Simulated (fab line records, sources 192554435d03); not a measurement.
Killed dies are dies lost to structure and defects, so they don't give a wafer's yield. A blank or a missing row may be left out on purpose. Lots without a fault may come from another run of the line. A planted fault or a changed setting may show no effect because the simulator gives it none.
One fault seen from 3 desks | flow n5_finfet | each desk has only its own numbers; what lay behind them comes last

THE DEFECT DESK
What the inspections along the route counted, lot by lot: means of the sampled wafers that have a number. A lot is out of limits, marked OUT, if its mean lies more than 4 standard deviations from the usual mean; the brackets give that distance.
Columns: A = raw_defect_count at N5_START_INSPECT_01, usual 5.9; B = raw_defect_count at N5_ZERO_LAYER_INSPECT_20, usual 38
lot  | first seen here | A   | B
L373 | day 1 12:02     | 7.0 | 33
L374 | day 1 18:02     | 6.7 | 29
L376 | day 2 06:02     | 5.0 | 59
L378 | day 2 18:02     | 6.0 | 29
L384 | day 4 06:02     | 6.3 | 28
L386 | day 4 18:02     | 4.3 | 26
L388 | day 5 06:02     | 6.3 | 36
L390 | day 5 18:02     | 4.7 | 30
L393 | day 6 12:02     | 5.3 | 77
L395 | day 7 00:02     | 5.3 | 46
This desk's finding: nothing out of limits on any of the 10 lots.

THE TOOL OWNER'S DESK: implanter-01
The tool's own readings at N5_WELL_APT_IMPLANT_15: means of the sampled wafers that have a number, for each lot that ran on this tool. A lot is out of limits, marked OUT, if its mean lies more than 4 standard deviations from the usual mean; the brackets give that distance.
Columns: A = beam_on_s at N5_WELL_APT_IMPLANT_15, usual 10.01 s; B = dose_ions_cm2 at N5_WELL_APT_IMPLANT_15, usual 1.4999e+13; C = faraday_current_uA at N5_WELL_APT_IMPLANT_15, usual 190
lot  | first seen here | A     | B                            | C
L374 | day 1 20:25     | 10.11 | 1.5016e+13                   | 189
L376 | day 2 08:08     | 10.02 | 1.5013e+13                   | 189
L378 | day 2 20:32     | 9.84  | 1.5003e+13                   | 193
L384 | day 4 08:23     | 10.19 | 2.1172e+13 (+99 or more) OUT | 264 (+19) OUT
L386 | day 4 20:07     | 10.01 | 2.1188e+13 (+99 or more) OUT | 269 (+20) OUT
L388 | day 5 08:16     | 10.05 | 2.1183e+13 (+99 or more) OUT | 268 (+20) OUT
This desk's finding: out of limits on L384, L386, L388; first on L384, day 4 08:23 (dose_ions_cm2 at N5_WELL_APT_IMPLANT_15). In limits: L374, L376, L378.

THE METROLOGY DESK
What the gauges read, lot by lot, whatever tool the lot ran on: means of the sampled wafers that have a number. A lot is out of limits, marked OUT, if its mean lies more than 4 standard deviations from the usual mean; the brackets give that distance. Of its 11 readings 7 are shown: those that lie furthest out on some lot.
Columns: A = CJ_P at N5_BEOL_M4_RC_MEAS_101, usual 5.75; B = DIBL_N at N5_BEOL_M4_RC_MEAS_101, usual 36.9 mV/V; C = DIBL_P at N5_BEOL_M4_RC_MEAS_101, usual 36.7 mV/V; D = IOFF_P at N5_BEOL_M4_RC_MEAS_101, usual 0.22 nA/um; E = ION_P at N5_BEOL_M4_RC_MEAS_101, usual 461 uA/um; F = SS_P at N5_BEOL_M4_RC_MEAS_101, usual 73.4 mV/dec; G = VT_P at N5_BEOL_M4_RC_MEAS_101, usual -250 mV
lot  | first seen here | A    | B    | C    | D    | E   | F    | G
L373 | day 8 01:31     | 5.91 | 35.9 | 35.7 | 0.19 | 456 | 73.0 | -252
L376 | day 8 14:13     | 5.91 | 34.4 | 33.6 | 0.18 | 451 | 72.6 | -252
L374 | day 9 00:19     | 5.60 | 36.9 | 36.4 | 0.20 | 457 | 73.5 | -251
L378 | day 9 05:38     | 5.85 | 37.0 | 38.7 | 0.24 | 465 | 73.4 | -248
L384 | day 10 15:55    | 6.66 | 35.3 | 34.4 | 0.20 | 460 | 72.3 | -250
L386 | day 11 09:40    | 6.64 | 35.8 | 35.6 | 0.17 | 456 | 73.4 | -255
L388 | day 11 17:23    | 6.61 | 37.7 | 36.0 | 0.23 | 466 | 73.1 | -250
L390 | day 12 06:56    | 5.83 | 35.4 | 34.9 | 0.20 | 460 | 73.0 | -252
L393 | day 13 01:27    | 5.57 | 35.9 | 37.4 | 0.21 | 463 | 73.4 | -249
L395 | day 13 07:12    | 5.98 | 37.1 | 38.0 | 0.27 | 471 | 73.9 | -246
This desk's finding: nothing out of limits on any of the 10 lots.

PUT TOGETHER
The tool owner's desk could have raised an alarm at day 4 08:23, on L384, L386, L388.
The defect desk saw nothing out of limits.
The metrology desk saw nothing out of limits.
The defect desk has L384, L386, L388 on record, within its limits.
The metrology desk has L384, L386, L388 on record, within its limits.
Of the lots named, all ran N5_WELL_APT_IMPLANT_15 on implanter-01.

WHAT THE SIMULATOR HAD PUT IN
Process parameter drift: implanter-01, from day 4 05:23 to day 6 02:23, at N5_WELL_APT_IMPLANT_15. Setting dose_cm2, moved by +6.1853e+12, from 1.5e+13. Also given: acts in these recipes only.
Lots struck among those shown: L384, L386, L388.
Hours from the fault's start to each desk's first reading out of limits: the tool owner's desk, 3.
